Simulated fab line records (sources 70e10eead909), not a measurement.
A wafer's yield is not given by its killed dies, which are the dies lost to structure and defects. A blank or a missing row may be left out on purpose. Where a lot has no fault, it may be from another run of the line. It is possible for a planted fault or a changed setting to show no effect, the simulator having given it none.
Chamber matching | flow nandHarc | NHARC_A_CHANNEL_FILL_D2_CMP_10 on cmp-02: 4 sister chambers
The step polishes, target thk 150 nm. 8 wafers are shown with their chamber, then 7 later ones without.

## WAFERS WITH THEIR CHAMBER
wafer  | chamber | motorCurrentA (A) | timeToEndpointS (s)
L075.6 | 2       | 9.8               | 16.0
L078.2 | 0       | 11.6              | 17.2
L085.4 | 2       | 10.0              | 15.6
L089.3 | 1       | 11.2              | 15.6
L089.4 | 3       | 12.5              | 16.3
L089.6 | 1       | 11.9              | 17.5
L090.2 | 0       | 12.3              | 12.7
L090.3 | 3       | 11.8              | 15.6

## WAFERS WITH NO CHAMBER GIVEN
wafer  | motorCurrentA (A) | timeToEndpointS (s)
L090.6 | 12.3              | 14.6
L095.1 | 12.3              | 13.9
L095.4 | 12.4              | 17.2
L095.6 | 12.3              | 17.1
L096.1 | 12.2              | 16.2
L096.5 | 10.4              | 13.3
L096.6 | 11.4              | 17.2

## WHICH CHAMBER EACH WENT THROUGH
wafer  | from the rows above          | in truth
L090.6 | can't be placed: 0 or 3 or 1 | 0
L095.1 | can't be placed: 0 or 3 or 1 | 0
L095.4 | can't be placed: 3 or 0 or 1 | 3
L095.6 | can't be placed: 3 or 0 or 1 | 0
L096.1 | can't be placed: 3 or 0 or 1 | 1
L096.5 | can't be placed: 2 or 1 or 0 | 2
L096.6 | can't be placed: 1 or 0 or 3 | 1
0 of 7 placed correctly. Not placeable from these rows: 7 (in 7, the candidates include the true chamber). Placed wrongly: 0.
How it was worked out, from the rows above alone: a wafer's distance from a chamber is the root of the sum, over the readings, of the square of ((its reading less the chamber's mean) divided by the reading's scatter). If the next closest chamber is less than 2 further off than the closest, the wafer can't be placed; otherwise it belongs to the closest. Each chamber's mean is taken over the wafers shown for it. The scatter: the root of (the sum of the squares of (reading less its chamber's mean) over the shown wafers, divided by (wafers less chambers)).
